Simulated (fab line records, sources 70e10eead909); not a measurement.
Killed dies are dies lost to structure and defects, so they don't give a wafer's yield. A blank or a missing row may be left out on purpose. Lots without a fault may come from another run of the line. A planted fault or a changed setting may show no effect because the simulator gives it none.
Chamber matching | flow nand_harc | NHARC_A_WL_FILL_ALD_10 on ald_hk-04: 4 sister chambers
The step deposits SiO2, target thk 50 nm, pulse time 10 s, ald cycles 500. 4 wafers are shown with their chamber, then 9 later ones without.

WAFERS WITH THEIR CHAMBER
wafer  | chamber | heater_power_w (W)
L082.2 | 0       | 466
L084.2 | 2       | 545
L086.1 | 3       | 442
L086.5 | 1       | 477

WAFERS WITHOUT THEIR CHAMBER
wafer  | heater_power_w (W)
L088.2 | 485
L088.4 | 535
L088.5 | 446
L090.1 | 445
L090.3 | 440
L090.6 | 453
L092.2 | 494
L092.3 | 544
L092.4 | 454

WHICH CHAMBER EACH WENT THROUGH
wafer  | from the rows above          | in truth
L088.2 | can't be placed: 1 or 0      | 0
L088.4 | 2                            | 2
L088.5 | can't be placed: 3 or 0      | 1
L090.1 | can't be placed: 3 or 0      | 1
L090.3 | 3                            | 3
L090.6 | can't be placed: 3 or 0 or 1 | 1
L092.2 | can't be placed: 1 or 0      | 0
L092.3 | 2                            | 2
L092.4 | can't be placed: 0 or 3 or 1 | 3
Placed correctly: 3 of 9. Can't be placed from these rows: 6 (the true chamber is among the candidates in 4). Placed wrongly: 0.
How it was worked out, from the rows above alone: a wafer's distance from a chamber is the root of the sum, over the readings, of the square of ((its reading less the chamber's mean) divided by the reading's scatter). The wafer belongs to the nearest chamber; if the next one is less than 2 further off, it can't be placed. A chamber's mean is the mean of its shown wafers. The scatter: with one shown wafer a chamber, the root of the mean of the squares of how far each hidden wafer lies from its nearest shown one.
